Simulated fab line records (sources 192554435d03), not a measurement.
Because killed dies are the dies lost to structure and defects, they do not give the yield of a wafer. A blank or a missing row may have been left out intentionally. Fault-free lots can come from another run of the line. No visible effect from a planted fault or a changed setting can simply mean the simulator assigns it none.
fab line records | flow n5-finfet | part 1 of 2: steps 1 to 31 of 38
record lots=5 | wafers=15 | last-day=17
route steps=1938 shown STI_FIN_REVEAL@199 DUMMY_GATE@212
lots with no fault: from the same line, run without faults
start-h: hours from the record's first day to the start of the lot's first wafer shown | wait-h: hours since the lot's step before | " identical to the entry in the row above | L1.1+2: a row that stands for several wafers | - no value present, or no start provided | * or withheld: withheld | < > ~ a bound
route shown NAME@n: NAME is a module with steps in the file, n the number in the route of the first one | usual: mean/standard deviation taken from wafers without a fault | same: alike in all rows | chamber/n: place in a boat | sites: each site's reading | _std_site: their standard deviation | _edge_site: mean of outer sites minus mean of inner sites | radius-mm: how far each site lies from the wafer's centre | mask NAME#n: copy n | behind: the most recent tool/chamber to have shaped the wafer | hold: the reason the lot was held/the length of the hold in hours/how it ended | device: transistor that didn't switch, given as n, p or np | end of line: tests run on the same wafers once the route is complete | a step without rows: its recipe alone | killed: not the wafer's yield, but the dies lost to structure and defects at the first sort | map: a wafer's dies, marking killed ones x, the rest . and places with no die _
set.NAME: the setting as run; set.NAME@STEP: as run at that earlier step | model.NAME: the simulator's own value behind a step, which no gauge read
a table for each step, a row for each wafer; lots at some steps of the route
services: a tool's chamber out of use, with start hour (start-h, from the record's first day; less than 0 if before it), hours out, and reason
## steps
# step N5_STI_FIN_REVEAL_ETCH_34
# recipe chemistry=H2 | mode=isotropic | material=Si | target=Si | target-depth-a=9.7 | temp-c=20 | pressure-mtorr=4.5 | icp-w=300 | bias-w=0 | h2-flow-sccm=7.5 | he-flow-sccm=142.5
# usual drypump-motor-current-A=5.6/0.33 | he-backside-leak-sccm=2.7/0.43 | oes-product-au=1.003/0.02 | throttle-valve-pct=25.78/0.22
lot.wafer | tool      | chamber | start-h | wait-h | drypump-motor-current-A | he-backside-leak-sccm | oes-product-au | rf-hours-counter-h | throttle-valve-pct
L074.1    | rie-si-06 | 2       | 35.11   | 0.2    | 5.5                     | 2.8                   | 1.005          | 44                 | 25.87
L074.2    | "         | 1       | "       | "      | 5.6                     | 2.4                   | 0.993          | 84                 | 25.77
L074.3    | "         | 3       | "       | "      | 5.9                     | 2.6                   | 1.024          | 23                 | 25.89
L076.2    | rie-si-05 | 0       | 50.93   | 0.1    | 4.9                     | 3.6                   | 0.977          | 186                | 26.25
L076.5    | "         | 2       | "       | "      | 5.5                     | 3.3                   | 1.021          | -                  | 25.45
L076.6    | "         | 3       | "       | "      | 5.5                     | 2.5                   | 1.027          | -                  | 25.50
L081.2    | rie-si-03 | 2       | 82.38   | 0.1    | 5.4                     | 2.6                   | 1.000          | 75                 | 25.48
L081.5    | "         | 0       | "       | "      | 5.2                     | 2.8                   | 1.005          | -                  | 25.93
L081.6    | "         | 3       | "       | "      | 5.7                     | 2.3                   | 0.962          | -                  | 26.11
L082.1    | rie-si-05 | 0       | 85.60   | 0.2    | 4.9                     | 3.6                   | 0.973          | 187                | 26.24
L082.5    | "         | 2       | "       | "      | 5.4                     | 3.4                   | 1.021          | -                  | 25.43
L082.6    | "         | 1       | "       | "      | 5.7                     | 2.8                   | 1.019          | -                  | 25.71
L092.3    | rie-si-03 | 1       | 145.27  | 0.1    | 5.9                     | 2.9                   | 0.987          | 77                 | 25.66
L092.4    | "         | 0       | "       | "      | 5.2                     | 2.9                   | 1.015          | 1                  | 25.93
L092.6    | "         | 0       | "       | "      | 5.3                     | 2.9                   | 1.016          | -                  | 25.93
# step N5_STI_FIN_REVEAL_OXIDATION_31
# recipe chemistry=O2_PLASMA_REMOTE | temp-c=150 | time-s=20 | pressure-mtorr=1000 | source-power-w=2000 | o2-flow-sccm=3000
# usual drypump-motor-current-A=5.6/0.65 | heater-power-w=161/14 | o2-flow-sccm=3000/8.5
lot.wafer | tool            | chamber | start-h | wait-h | drypump-motor-current-A | heater-power-w | o2-flow-sccm | rf-hours-counter-h
L074.1    | plasma-asher-01 | 0       | 35.17   | 0.0    | 6.2                     | 177            | 3012         | 73
L074.2    | "               | 1       | "       | "      | 4.9                     | 147            | 3000         | 73
L074.3    | "               | 0       | "       | "      | 6.2                     | 180            | 3008         | -
L076.2    | plasma-asher-02 | 0       | 50.99   | 0.0    | 6.3                     | 154            | 2994         | 29
L076.5    | "               | 1       | "       | "      | 6.3                     | 152            | 3001         | -
L076.6    | "               | 0       | "       | "      | 6.3                     | 155            | 2997         | -
L081.2    | plasma-asher-01 | 0       | 82.49   | 0.1    | 6.2                     | 174            | 3006         | 94
L081.5    | "               | 0       | "       | "      | 6.2                     | 175            | 3001         | -
L081.6    | "               | 1       | "       | "      | 4.9                     | 151            | 3004         | -
L082.1    | plasma-asher-01 | 0       | 85.66   | 0.0    | 6.2                     | 176            | 3008         | 94
L082.5    | "               | 1       | "       | "      | 4.9                     | 151            | 3013         | -
L082.6    | "               | 0       | "       | "      | 6.2                     | 182            | 3004         | -
L092.3    | plasma-asher-01 | 1       | 145.35  | 0.1    | 4.9                     | 147            | 3008         | -
L092.4    | "               | 0       | "       | "      | 6.2                     | 179            | 2996         | -
L092.6    | "               | 0       | "       | "      | 6.2                     | 175            | 2996         | -
# step N5_STI_FIN_REVEAL_PRECLEAN_32
# recipe chemistry=NF3:NH3 | afs-cycles=1 | temp-c=30 | time-s=20 | sublimation-temp-c=180 | sublimation-time-s=60 | pressure-torr=3 | rf-power-w=30
# same afs-cycles=1
lot.wafer  | tool             | chamber | start-h | wait-h
L074.1+2+3 | remote-plasma-01 | 0       | 35.25   | 0.1
L076.2+5+6 | remote-plasma-02 | 1       | 51.10   | 0.1
L081.2+5+6 | remote-plasma-01 | 1       | 82.62   | 0.1
L082.1+5+6 | remote-plasma-01 | 1       | 85.74   | 0.1
L092.3+4+6 | remote-plasma-01 | 0       | 145.47  | 0.1
# step N5_STI_FIN_REVEAL_STRIP_35
# recipe chemistry=H3PO4 | material=Si3N4 | temp-c=165 | target-depth-a=40 | time-s=39
lot.wafer  | tool         | chamber | start-h | wait-h
L074.1+2+3 | wet-bench-06 | 0,3,4   | 35.46   | 0.2
L076.2+5+6 | wet-bench-06 | 5,3,2   | 51.28   | 0.2
L081.2+5+6 | wet-bench-04 | 6,7,0   | 82.80   | 0.2
L082.1+5+6 | wet-bench-04 | 5,4,6   | 85.95   | 0.2
L092.3+4+6 | wet-bench-03 | 4,1,7   | 145.63  | 0.1
# step N5_STI_FIN_REVEAL_SRD_21
# recipe dry=ipa-marangoni | time-s=30 | temp-c=23 | rinse-liquid=diw
lot.wafer  | tool         | chamber | start-h | wait-h
L074.1+2+3 | wet-bench-06 | 0,3,4   | 35.48   | 0.0
L076.2+5+6 | wet-bench-06 | 5,3,2   | 51.29   | 0.0
L081.2+5+6 | wet-bench-04 | 6,7,0   | 82.81   | 0.0
L082.1+5+6 | wet-bench-04 | 5,4,6   | 85.96   | 0.0
L092.3+4+6 | wet-bench-03 | 4,1,7   | 145.64  | 0.0
# step N5_STI_FIN_REVEAL_OXIDATION_33
# recipe chemistry=O2_PLASMA_REMOTE | temp-c=150 | time-s=20 | pressure-mtorr=1000 | source-power-w=2000 | o2-flow-sccm=3000
# usual drypump-motor-current-A=5.7/0.65 | heater-power-w=160/14 | o2-flow-sccm=3001/10
lot.wafer | tool            | chamber | start-h | wait-h | drypump-motor-current-A | heater-power-w | o2-flow-sccm | rf-hours-counter-h
L074.1    | plasma-asher-02 | 0       | 35.52   | 0.0    | 6.3                     | 154            | 3021         | 26
L074.2    | "               | 1       | "       | "      | 6.3                     | 152            | 2977         | 26
L074.3    | "               | 1       | "       | "      | 6.3                     | 153            | 2993         | -
L076.2    | plasma-asher-02 | 1       | 51.34   | 0.0    | 6.3                     | 149            | 3011         | 29
L076.5    | "               | 0       | "       | "      | 6.3                     | 159            | 3000         | -
L076.6    | "               | 1       | "       | "      | 6.3                     | 155            | 3002         | -
L081.2    | plasma-asher-01 | 1       | 82.94   | 0.1    | 4.9                     | 146            | 3002         | 94
L081.5    | "               | 1       | "       | "      | 4.9                     | 144            | 3020         | -
L081.6    | "               | 0       | "       | "      | 6.2                     | 175            | 2993         | -
L082.1    | plasma-asher-01 | 1       | 86.01   | 0.0    | 4.9                     | 147            | 3007         | 95
L082.5    | "               | 1       | "       | "      | 4.9                     | 143            | 3005         | -
L082.6    | "               | 0       | "       | "      | 6.2                     | 178            | 2992         | -
L092.3    | plasma-asher-01 | 1       | 145.96  | 0.3    | 4.9                     | 148            | 3003         | -
L092.4    | "               | 0       | "       | "      | 6.2                     | 177            | 3002         | -
L092.6    | "               | 0       | "       | "      | 6.2                     | 178            | 3016         | -
# step N5_STI_FIN_REVEAL_CLEAN_19
# recipe chemistry=O3/DIW | temp-c=25 | time-s=120 | o3-ppm=10
lot.wafer  | tool         | chamber | start-h | wait-h
L074.1+2+3 | wet-bench-04 | 4,2,3   | 35.61   | 0.1
L076.2+5+6 | wet-bench-04 | 5,1,4   | 51.43   | 0.1
L081.2+5+6 | wet-bench-06 | 7,1,5   | 83.04   | 0.1
L082.1+5+6 | wet-bench-04 | 6,0,1   | 86.10   | 0.1
L092.3+4+6 | wet-bench-06 | 5,6,1   | 146.03  | 0.0
# step N5_STI_FIN_REVEAL_SRD_23
# recipe dry=ipa-marangoni | time-s=30 | temp-c=23 | rinse-liquid=diw
lot.wafer  | tool         | chamber | start-h | wait-h
L074.1+2+3 | wet-bench-04 | 4,2,3   | 35.64   | 0.0
L076.2+5+6 | wet-bench-04 | 5,1,4   | 51.46   | 0.0
L081.2+5+6 | wet-bench-06 | 7,1,5   | 83.08   | 0.0
L082.1+5+6 | wet-bench-04 | 6,0,1   | 86.13   | 0.0
L092.3+4+6 | wet-bench-06 | 5,6,1   | 146.07  | 0.0
# step N5_STI_FIN_REVEAL_CD_MEAS_22
# recipe target-cd-nm=6.238 | pitch-nm=28 | polarity=line
# usual cd-nm=6.26/0.23
lot.wafer | tool      | chamber | start-h | wait-h | cd-nm
L074.1    | cd-sem-03 | -       | 35.68   | 0.0    | 6.33
L074.2    | "         | -       | "       | "      | 6.15
L074.3    | "         | -       | "       | "      | 6.54
L076.2    | cd-sem-03 | -       | 51.50   | 0.0    | 6.35
L076.5    | "         | -       | "       | "      | 6.30
L076.6    | "         | -       | "       | "      | 6.65
L081.2    | cd-sem-03 | -       | 83.12   | 0.0    | 6.33
L081.5    | "         | -       | "       | "      | 5.97
L081.6    | "         | -       | "       | "      | 5.97
L082.1    | cd-sem-02 | -       | 86.17   | 0.0    | 6.54
L082.5    | "         | -       | "       | "      | 6.71
L082.6    | "         | -       | "       | "      | 6.47
L092.3    | cd-sem-03 | -       | 146.11  | 0.0    | 6.22
L092.4    | "         | -       | "       | "      | 6.34
L092.6    | "         | -       | "       | "      | 6.10
# step N5_STI_FIN_REVEAL_FIN_H_MEAS_10
# usual trench-depth-nm=51.8/0.77
lot.wafer | tool   | chamber | start-h | wait-h | trench-depth-nm
L074.1    | ocd-02 | -       | 35.71   | 0.0    | 52.1
L074.2    | "      | -       | "       | "      | 51.8
L074.3    | "      | -       | "       | "      | 51.5
L076.2    | ocd-01 | -       | 51.53   | 0.0    | 51.7
L076.5    | "      | -       | "       | "      | 51.5
L076.6    | "      | -       | "       | "      | 51.3
L081.2    | ocd-02 | -       | 83.15   | 0.0    | 50.5
L081.5    | "      | -       | "       | "      | 51.9
L081.6    | "      | -       | "       | "      | 50.8
L082.1    | ocd-02 | -       | 86.20   | 0.0    | 51.8
L082.5    | "      | -       | "       | "      | 51.1
L082.6    | "      | -       | "       | "      | 51.2
L092.3    | ocd-02 | -       | 146.14  | 0.0    | 52.1
L092.4    | "      | -       | "       | "      | 52.8
L092.6    | "      | -       | "       | "      | 52.2
# step N5_STI_FIN_REVEAL_PRECLEAN_18
# recipe chemistry=SC2 | time-s=45 | temp-c=35 | mix=1:1:50
lot.wafer  | tool         | chamber | start-h | wait-h
L074.1+2+3 | wet-bench-06 | 7,4,5   | 35.75   | 0.0
L076.2+5+6 | wet-bench-06 | 6,7,0   | 51.56   | 0.0
L081.2+5+6 | wet-bench-03 | 4,2,3   | 83.18   | 0.0
L082.1+5+6 | wet-bench-03 | 5,2,4   | 86.24   | 0.0
L092.3+4+6 | wet-bench-04 | 4,7,2   | 146.17  | 0.0
# step N5_STI_FIN_REVEAL_SRD_28
# recipe dry=ipa-marangoni | time-s=30 | temp-c=23 | rinse-liquid=diw
lot.wafer  | tool         | chamber | start-h | wait-h
L074.1+2+3 | wet-bench-06 | 7,4,5   | 35.76   | 0.0
L076.2+5+6 | wet-bench-06 | 6,7,0   | 51.58   | 0.0
L081.2+5+6 | wet-bench-03 | 4,2,3   | 83.20   | 0.0
L082.1+5+6 | wet-bench-03 | 5,2,4   | 86.25   | 0.0
L092.3+4+6 | wet-bench-04 | 4,7,2   | 146.19  | 0.0
# step N5_STI_FIN_REVEAL_INSPECT_13
# recipe inspect-instrument=darkfield | mode=post-clean
# usual raw-defect-count=12/5.2
lot.wafer | tool              | chamber | start-h | wait-h | raw-defect-count
L074.1    | defect-inspect-02 | -       | 35.80   | 0.0    | 10
L074.2    | "                 | -       | "       | "      | 14
L074.3    | "                 | -       | "       | "      | 16
L076.2    | defect-inspect-01 | -       | 51.62   | 0.0    | 5
L076.5    | "                 | -       | "       | "      | 14
L076.6    | "                 | -       | "       | "      | 6
L081.2    | defect-inspect-02 | -       | 83.24   | 0.0    | 10
L081.5    | "                 | -       | "       | "      | 15
L081.6    | "                 | -       | "       | "      | 14
L082.1    | defect-inspect-02 | -       | 86.29   | 0.0    | 12
L082.5    | "                 | -       | "       | "      | 13
L082.6    | "                 | -       | "       | "      | 12
L092.3    | defect-inspect-01 | -       | 146.23  | 0.0    | 11
L092.4    | "                 | -       | "       | "      | 12
L092.6    | "                 | -       | "       | "      | 10
# step N5_DUMMY_GATE_PRECLEAN_00
# recipe chemistry=O3/DIW | time-s=60 | temp-c=22 | o3-ppm=10
lot.wafer  | tool         | chamber | start-h | wait-h
L074.1+2+3 | wet-bench-01 | 5,0,1   | 35.83   | 0.0
L076.2+5+6 | wet-bench-05 | 0,6,1   | 51.65   | 0.0
L081.2+5+6 | wet-bench-01 | 2,0,5   | 83.27   | 0.0
L082.1+5+6 | wet-bench-05 | 6,0,2   | 86.32   | 0.0
L092.3+4+6 | wet-bench-02 | 0,6,3   | 146.25  | 0.0
# step N5_DUMMY_GATE_SRD_01
# recipe time-s=30 | temp-c=23 | rinse-liquid=diw | dry=ipa-marangoni
lot.wafer  | tool         | chamber | start-h | wait-h
L074.1+2+3 | wet-bench-01 | 5,0,1   | 35.85   | 0.0
L076.2+5+6 | wet-bench-05 | 0,6,1   | 51.67   | 0.0
L081.2+5+6 | wet-bench-01 | 2,0,5   | 83.28   | 0.0
L082.1+5+6 | wet-bench-05 | 6,0,2   | 86.34   | 0.0
L092.3+4+6 | wet-bench-02 | 0,6,3   | 146.27  | 0.0
# step N5_DUMMY_GATE_ALD_02
# recipe material=SiO2 | target-thk-a=20 | temp-c=300 | ald-precursor-family=BDEAS | ald-co-reactant=O2-plasma | pulse-time-s=1 | pressure-torr=2
# usual heater-power-w=468/38 | precursor-pulse-height-rel=0.999/0.018
lot.wafer | tool       | chamber | start-h | wait-h | heater-power-w | precursor-pulse-height-rel
L074.1    | ald-sin-01 | 1       | 35.90   | 0.0    | 543            | 1.008
L074.2    | "          | 2       | "       | "      | 474            | 0.988
L074.3    | "          | 1       | "       | "      | 556            | 1.002
L076.2    | ald-sin-01 | 2       | 51.72   | 0.0    | 472            | 1.007
L076.5    | "          | 0       | "       | "      | 432            | 1.026
L076.6    | "          | 1       | "       | "      | 534            | 1.010
L081.2    | ald-sin-04 | 0       | 84.15   | 0.8    | 447            | 0.987
L081.5    | "          | 3       | "       | "      | 491            | 0.984
L081.6    | "          | 2       | "       | "      | 441            | 1.016
L082.1    | ald-sin-04 | 0       | 89.29   | 2.9    | 451            | 1.025
L082.5    | "          | 0       | "       | "      | 459            | 0.990
L082.6    | "          | 1       | "       | "      | 435            | 0.969
L092.3    | ald-sin-04 | 1       | 146.32  | 0.0    | 441            | 1.000
L092.4    | "          | 3       | "       | "      | 490            | 1.019
L092.6    | "          | 2       | "       | "      | 439            | 0.980
# step N5_DUMMY_GATE_CVD_03
# recipe material=a-Si | target-thk-a=1500 | temp-c=530 | precursor=SiH4 | time-s=8042
lot.wafer  | tool     | chamber          | start-h | wait-h
L074.1+2+3 | lpcvd-02 | 1/90,1/95,1/100  | 37.74   | 1.8
L076.2+5+6 | lpcvd-02 | 0/45,0/59,0/64   | 51.82   | 0.1
L081.2+5+6 | lpcvd-01 | 0/95,0/109,0/114 | 84.26   | 0.1
L082.1+5+6 | lpcvd-01 | 0/65,0/84,0/89   | 89.40   | 0.1
L092.3+4+6 | lpcvd-01 | 0/25,0/29,0/39   | 146.42  | 0.1
# step N5_DUMMY_GATE_PRECLEAN_46
# recipe chemistry=DIW | time-s=89.5 | temp-c=23
lot.wafer  | tool         | chamber | start-h | wait-h
L074.1+2+3 | wet-bench-01 | 7,6,5   | 41.41   | 0.0
L076.2+5+6 | wet-bench-01 | 4,5,3   | 57.32   | 0.0
L081.2+5+6 | wet-bench-02 | 5,1,6   | 87.93   | 0.0
L082.1+5+6 | wet-bench-02 | 3,1,0   | 93.09   | 0.0
L092.3+4+6 | wet-bench-05 | 7,1,4   | 150.11  | 0.0
# step N5_DUMMY_GATE_SRD_47
# recipe dry-time-s=32 | dry=n2-spin | spin-rpm=1500
lot.wafer  | tool         | chamber | start-h | wait-h
L074.1+2+3 | wet-bench-01 | 7,6,5   | 41.44   | 0.0
L076.2+5+6 | wet-bench-01 | 4,5,3   | 57.35   | 0.0
L081.2+5+6 | wet-bench-02 | 5,1,6   | 87.96   | 0.0
L082.1+5+6 | wet-bench-02 | 3,1,0   | 93.12   | 0.0
L092.3+4+6 | wet-bench-05 | 7,1,4   | 150.14  | 0.0
# step N5_DUMMY_GATE_CMP_04
# recipe material=a-Si | post-cmp-clean=alkaline-brush
# usual motor-current-A=9.6/0.9 | time-to-endpoint-s=13.3/2.1
lot.wafer | tool   | chamber | start-h | wait-h | motor-current-A | time-to-endpoint-s
L074.1    | cmp-04 | 2       | 41.51   | 0.1    | 9.1             | 16.8
L074.2    | "      | 3       | "       | "      | 9.4             | 16.8
L074.3    | "      | 0       | "       | "      | 9.8             | 17.8
L076.2    | cmp-04 | 2       | 57.42   | 0.1    | 9.5             | 14.5
L076.6    | "      | 1       | "       | "      | 7.9             | 13.7
L076.5    | "      | 2       | "       | "      | 9.5             | 13.2
L081.2    | cmp-04 | 0       | 88.05   | 0.1    | 9.4             | 16.8
L081.6    | "      | 2       | "       | "      | 9.7             | 15.7
L081.5    | "      | 3       | "       | "      | 9.2             | 13.8
L082.1    | cmp-03 | 1       | 93.30   | 0.2    | 11.3            | 9.5
L082.5    | "      | 3       | "       | "      | 8.7             | 14.3
L082.6    | "      | 0       | "       | "      | 10.6            | 13.0
L092.3    | cmp-04 | 1       | 150.21  | 0.1    | 8.4             | 10.2
L092.4    | "      | 3       | "       | "      | 9.3             | 10.2
L092.6    | "      | 0       | "       | "      | 9.4             | 13.0
# step N5_DUMMY_GATE_THK_MEAS_05
# usual thk-nm=71.8/0.95
lot.wafer | tool          | chamber | start-h | wait-h | thk-nm
L074.1    | film-metro-02 | -       | 41.72   | 0.2    | 72.4
L074.2    | "             | -       | "       | "      | 72.8
L074.3    | "             | -       | "       | "      | 73.4
L076.2    | film-metro-02 | -       | 57.63   | 0.2    | 72.4
L076.5    | "             | -       | "       | "      | 72.3
L076.6    | "             | -       | "       | "      | 72.6
L081.2    | film-metro-01 | -       | 88.23   | 0.1    | 71.8
L081.5    | "             | -       | "       | "      | 70.5
L081.6    | "             | -       | "       | "      | 71.0
L082.1    | film-metro-02 | -       | 93.48   | 0.1    | 69.9
L082.5    | "             | -       | "       | "      | 70.5
L082.6    | "             | -       | "       | "      | 71.4
L092.3    | film-metro-01 | -       | 150.42  | 0.2    | 70.6
L092.4    | "             | -       | "       | "      | 70.4
L092.6    | "             | -       | "       | "      | 71.9
# step N5_DUMMY_GATE_HM_DEP_06
# recipe material=SiNx | target-thk-a=800 | precursor=DCS/NH3 | temp-c=700 | pressure-mtorr=300 | time-s=5141
lot.wafer  | tool     | chamber          | start-h | wait-h
L074.1+2+3 | lpcvd-02 | 0/90,0/95,0/100  | 45.30   | 3.6
L076.2+5+6 | lpcvd-02 | 0/95,0/109,0/114 | 57.66   | 0.0
L081.2+5+6 | lpcvd-02 | 0/20,0/34,0/39   | 88.26   | 0.0
L082.1+5+6 | lpcvd-01 | 0/65,0/84,0/89   | 93.51   | 0.0
L092.3+4+6 | lpcvd-02 | 1/75,1/79,1/89   | 150.45  | 0.0
# step N5_DUMMY_GATE_PECVD_30
# recipe material=SiO2 | target-thk-a=550 | temp-c=400 | precursor=TEOS/O2 | pressure-torr=6.5 | rf-w=withheld | teos-flow-sccm=withheld | gas=O2 | flow-sccm=2650 | time-s=10.8
lot.wafer  | tool     | chamber | start-h | wait-h
L074.1+2+3 | pecvd-04 | 1,0,2   | 49.24   | 0.0
L076.2+5+6 | pecvd-02 | 1,1,0   | 61.60   | 0.0
L081.2+5+6 | pecvd-04 | 2,2,0   | 92.20   | 0.0
L082.1+5+6 | pecvd-02 | 2,0,2   | 97.45   | 0.0
L092.3+4+6 | pecvd-01 | 1,2,1   | 154.39  | 0.0
# step N5_DUMMY_GATE_COAT_34
# recipe resist=SOC | temp-c=250 | time-s=60 | spin-rpm=1500 | resist-thk-nm=60
# usual heater-power-total-W=500.4/1.8
lot.wafer | tool           | chamber | start-h | wait-h | heater-power-total-W
L074.1    | litho-track-01 | 0       | 49.30   | 0.0    | 500.3
L074.2    | "              | 0       | "       | "      | 498.5
L074.3    | "              | 0       | "       | "      | 498.0
L076.2    | litho-track-02 | 0       | 61.66   | 0.0    | 501.2
L076.5    | "              | 0       | "       | "      | 502.3
L076.6    | "              | 0       | "       | "      | 501.9
L081.2    | litho-track-05 | 0       | 92.26   | 0.0    | 498.2
L081.5    | "              | 0       | "       | "      | 501.9
L081.6    | "              | 0       | "       | "      | 497.7
L082.1    | litho-track-05 | 0       | 97.51   | 0.0    | 501.3
L082.5    | "              | 0       | "       | "      | 498.7
L082.6    | "              | 0       | "       | "      | 497.6
L092.3    | litho-track-05 | 0       | 154.45  | 0.0    | 501.6
L092.4    | "              | 0       | "       | "      | 497.3
L092.6    | "              | 0       | "       | "      | 502.5
# step N5_DUMMY_GATE_COAT_35
# recipe resist=SiARC | temp-c=220 | time-s=60 | spin-rpm=1500 | resist-thk-nm=10
# usual heater-power-total-W=427.5/2.1
lot.wafer | tool           | chamber | start-h | wait-h | heater-power-total-W
L074.1    | litho-track-01 | 0       | -       | -      | 424.2
L074.2    | "              | 0       | "       | "      | 430.3
L074.3    | "              | 0       | "       | "      | 429.3
L076.2    | litho-track-02 | 0       | -       | -      | 425.8
L076.5    | "              | 0       | "       | "      | 429.9
L076.6    | "              | 0       | "       | "      | 424.9
L081.2    | litho-track-05 | 0       | -       | -      | 428.6
L081.5    | "              | 0       | "       | "      | 430.1
L081.6    | "              | 0       | "       | "      | 425.8
L082.1    | litho-track-05 | 0       | -       | -      | 429.6
L082.5    | "              | 0       | "       | "      | 424.5
L082.6    | "              | 0       | "       | "      | 425.0
L092.3    | litho-track-05 | 0       | -       | -      | 429.8
L092.4    | "              | 0       | "       | "      | 424.2
L092.6    | "              | 0       | "       | "      | 426.6
# step N5_DUMMY_GATE_COAT_28
# recipe resist=underlayer | temp-c=205 | time-s=60 | spin-rpm=1500 | resist-thk-nm=10
# usual heater-power-total-W=391.6/1.3
lot.wafer | tool           | chamber | start-h | wait-h | heater-power-total-W
L074.1    | litho-track-01 | 0       | -       | -      | 393.3
L074.2    | "              | 0       | "       | "      | 390.1
L074.3    | "              | 0       | "       | "      | 389.6
L076.2    | litho-track-02 | 0       | -       | -      | 393.6
L076.5    | "              | 0       | "       | "      | 393.8
L076.6    | "              | 0       | "       | "      | 391.2
L081.2    | litho-track-05 | 0       | -       | -      | 391.4
L081.5    | "              | 0       | "       | "      | 391.6
L081.6    | "              | 0       | "       | "      | 393.9
L082.1    | litho-track-05 | 0       | -       | -      | 390.3
L082.5    | "              | 0       | "       | "      | 393.1
L082.6    | "              | 0       | "       | "      | 393.1
L092.3    | litho-track-05 | 0       | -       | -      | 389.6
L092.4    | "              | 0       | "       | "      | 390.3
L092.6    | "              | 0       | "       | "      | 391.3
# step N5_DUMMY_GATE_COAT_09
# recipe resist=CAR-EUV | spin-rpm=1500 | resist-thk-nm=30
lot.wafer  | tool           | chamber | start-h | wait-h
L074.1+2+3 | litho-track-01 | 0       | -       | -
L076.2+5+6 | litho-track-02 | 0       | -       | -
L081.2+5+6 | litho-track-05 | 0       | -       | -
L082.1+5+6 | litho-track-05 | 0       | -       | -
L092.3+4+6 | litho-track-05 | 0       | -       | -
# step N5_DUMMY_GATE_EBR_11
# recipe solvent=PGMEA | ebr-width-mm=1.5
lot.wafer  | tool           | chamber | start-h | wait-h
L074.1+2+3 | litho-track-01 | 0       | -       | -
L076.2+5+6 | litho-track-02 | 0       | -       | -
L081.2+5+6 | litho-track-05 | 0       | -       | -
L082.1+5+6 | litho-track-05 | 0       | -       | -
L092.3+4+6 | litho-track-05 | 0       | -       | -
# step N5_DUMMY_GATE_SOFTBAKE_10
# recipe temp-c=110 | time-s=60 | resist=CAR-EUV
# usual heater-power-total-W=175.4/1.6
lot.wafer | tool           | chamber | start-h | wait-h | heater-power-total-W
L074.1    | litho-track-01 | 0       | -       | -      | 174.9
L074.2    | "              | 0       | "       | "      | 173.4
L074.3    | "              | 0       | "       | "      | 173.8
L076.2    | litho-track-02 | 0       | -       | -      | 177.3
L076.5    | "              | 0       | "       | "      | 173.1
L076.6    | "              | 0       | "       | "      | 177.5
L081.2    | litho-track-05 | 0       | -       | -      | 174.3
L081.5    | "              | 0       | "       | "      | 173.0
L081.6    | "              | 0       | "       | "      | 173.1
L082.1    | litho-track-05 | 0       | -       | -      | 177.3
L082.5    | "              | 0       | "       | "      | 175.6
L082.6    | "              | 0       | "       | "      | 177.5
L092.3    | litho-track-05 | 0       | -       | -      | 174.5
L092.4    | "              | 0       | "       | "      | 176.7
L092.6    | "              | 0       | "       | "      | 174.4
# step N5_DUMMY_GATE_EXPOSE_12
# recipe mask-id=GATE | na=0.33 | source-shape=annular | sigma-inner=0.2 | sigma-outer=0.6 | polarization=unpolarized | target-cd-nm=25 | dose-mj=34
lot.wafer  | tool           | chamber | start-h | wait-h | mask
L074.1+2+3 | euv-scanner-02 | 0       | 49.56   | -      | GATE#0
L076.2+5+6 | euv-scanner-02 | 0       | 61.93   | -      | GATE#0
L081.2+5+6 | euv-scanner-02 | 0       | 92.40   | -      | GATE#0
L082.1+5+6 | euv-scanner-02 | 0       | 97.64   | -      | GATE#0
L092.3+4+6 | euv-scanner-01 | 0       | 154.59  | -      | GATE#0
# step N5_DUMMY_GATE_PEB_13
# recipe peb-temp-c=100 | peb-time-s=60 | resist=CAR-EUV
# usual heater-power-total-W=154.0/1.1
lot.wafer | tool           | chamber | start-h | wait-h | heater-power-total-W
L074.1    | litho-track-05 | 0       | 49.62   | 0.1    | 155.3
L074.2    | "              | 0       | "       | "      | 153.0
L074.3    | "              | 0       | "       | "      | 155.6
L076.2    | litho-track-05 | 0       | 61.98   | 0.0    | 152.8
L076.5    | "              | 0       | "       | "      | 153.0
L076.6    | "              | 0       | "       | "      | 155.4
L081.2    | litho-track-05 | 0       | 92.46   | 0.0    | 152.6
L081.5    | "              | 0       | "       | "      | 153.0
L081.6    | "              | 0       | "       | "      | 154.8
L082.1    | litho-track-05 | 0       | 97.70   | 0.1    | 153.8
L082.5    | "              | 0       | "       | "      | 154.0
L082.6    | "              | 0       | "       | "      | 155.0
L092.3    | litho-track-02 | 0       | 154.64  | 0.0    | 155.2
L092.4    | "              | 0       | "       | "      | 154.4
L092.6    | "              | 0       | "       | "      | 152.5
